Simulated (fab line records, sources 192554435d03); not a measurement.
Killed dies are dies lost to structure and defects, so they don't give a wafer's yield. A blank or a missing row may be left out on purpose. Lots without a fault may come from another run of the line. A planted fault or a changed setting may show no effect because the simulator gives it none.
A struck lot beside a sound one | flow n5_finfet | 15 steps out of a route of 1938
Sound: wafers L854.1, L854.4, L854.6. Struck: wafer L868.4. (L868.3 of the same lot was not struck and is left out.) The cause comes at the end.
At each step with rows: each side's tool, then ch and its chambers, then its first start. Under that, the readings that differ: sound wafers | struck wafers | difference of the means | sigmas: that difference in standard deviations of wafers without a fault.
alike: readings whose means differ by less than 2 such deviations, and words and numbers that are the same on both sides. not compared: withheld readings, readings that some wafer has no value for, bounds like >300 that may hide the same value, and numbers for which the record gives no deviation and whose values overlap.
The two part at a step that has a row with sigmas, a row that says differs or no value, or rows on one side only. Numbers that don't overlap but have no deviation are shown without sigmas and don't part them. A reading that every wafer of one side lacks parts them only if that side has two wafers or more.

N5_HKMG_FIN_CD_MEAS_12: target cd 92.8 nm.
  sound on cd_sem-01 ch 0, day 6 14:05; struck on cd_sem-02 ch 0, day 10 01:07
  alike: cd_nm
N5_HKMG_FIN_OVL_MEAS_13:
  sound on overlay-01 ch 0, day 6 14:07; struck on overlay-02 ch 0, day 10 01:09
  alike: NWFM_OVL
N5_HKMG_FIN_INSPECT_14: inspects for defects (macro).
  sound on defect_inspect-01, day 6 14:08; struck on defect_inspect-02, day 10 01:10
  alike: raw_defect_count
then, 1 step without rows for these wafers: N5_HKMG_FIN_DESCUM_17 (chemistry O2, time 7.9 s).
N5_HKMG_FIN_ETCH_31: etches SiARC in CF4, target depth 45.5 nm, time 75.8 s.
  sound on rie_diel-04 ch 0,3, day 6 14:12; struck on rie_diel-05 ch 1, day 10 01:20
  alike: drypump_motor_current_A, etch_rf_on_time_s, oes_product_au, rf_vpp_V, showerhead_plenum_p_Torr, throttle_valve_pct
  not compared: rf_hours_counter_h
N5_HKMG_FIN_ETCH_32: etches SOC in N2/H2, target depth 240 nm, time 300 s.
  sound on rie_diel-04 ch 0,3, day 6 14:16; struck on rie_diel-05 ch 1, day 10 01:24
  alike: drypump_motor_current_A, oes_product_au, rf_vpp_V, showerhead_plenum_p_Torr, throttle_valve_pct
  not compared: rf_hours_counter_h
then, 1 step without rows for these wafers: N5_HKMG_FIN_STRIP_33 (strips in N2/H2).
N5_HKMG_FIN_STRIP_34: strips in CF4.
  sound on rie_diel-04 ch 0,3, day 6 14:27; struck on rie_diel-05 ch 1, day 10 01:35
  alike: drypump_motor_current_A, oes_product_au, rf_vpp_V, showerhead_plenum_p_Torr, throttle_valve_pct
  not compared: rf_hours_counter_h
N5_HKMG_FIN_ETCH_35: etches SOC in N2/H2, target depth 215.8 nm, time 243.4 s.
  sound on rie_diel-04 ch 0,3, day 6 14:28; struck on rie_diel-05 ch 1, day 10 01:37
  alike: drypump_motor_current_A, oes_product_au, rf_vpp_V, showerhead_plenum_p_Torr, throttle_valve_pct
  not compared: rf_hours_counter_h
N5_HKMG_FIN_STRIP_92: strips SOC in N2/H2, time 20 s.
  sound on rie_diel-04 ch 0,3, day 6 14:37; struck on rie_diel-05 ch 1, day 10 01:46
  alike: drypump_motor_current_A, oes_product_au, rf_vpp_V, showerhead_plenum_p_Torr, throttle_valve_pct
  not compared: rf_hours_counter_h
then, 2 steps without rows for these wafers: N5_HKMG_FIN_WET_ETCH_18 (etches TiN in SC1, time 55 s, target depth 5.2 nm, rinse time 30 s); N5_HKMG_FIN_STRIP_19 (strips in N2/H2, time 360 s).
N5_HKMG_FIN_ALD_91: deposits TiN, target thk 1 nm, pulse time 1 s, purge time 3 s.
  sound on ald_metal-02 ch 0,1,2, day 6 15:26; struck on ald_metal-01 ch 0, day 10 02:17
  reading                                  | sound    | struck | difference | sigmas
  ald_cycles                               | 47 47 47 | 27     | -20        |
  model.TiN_of_HKMG_FIN_ALD_91.thk_nm (nm) | 1 1 1    | 0.6    | -0.4       |
  alike: chamber_pressure_Torr, heater_power_w, precursor_pulse_height_rel
then, 1 step without rows for these wafers: N5_HKMG_FIN_COAT_85 (time 60 s, resist thk 300 nm).
-- the record jumps here: 10 days lie between the struck wafers' starts before and after (it left off in module HKMG_FIN and takes up again in module PASSIVATION, whose first step shown is number 1936 of the route) --
N5_PASSIVATION_PROBE_49:
  the record has rows for the struck wafers here (prober-01, day 20 03:16) and none for the sound ones

WHERE THEY PART
Only at N5_PASSIVATION_PROBE_49, within this record.

WHY: what the simulator had put in
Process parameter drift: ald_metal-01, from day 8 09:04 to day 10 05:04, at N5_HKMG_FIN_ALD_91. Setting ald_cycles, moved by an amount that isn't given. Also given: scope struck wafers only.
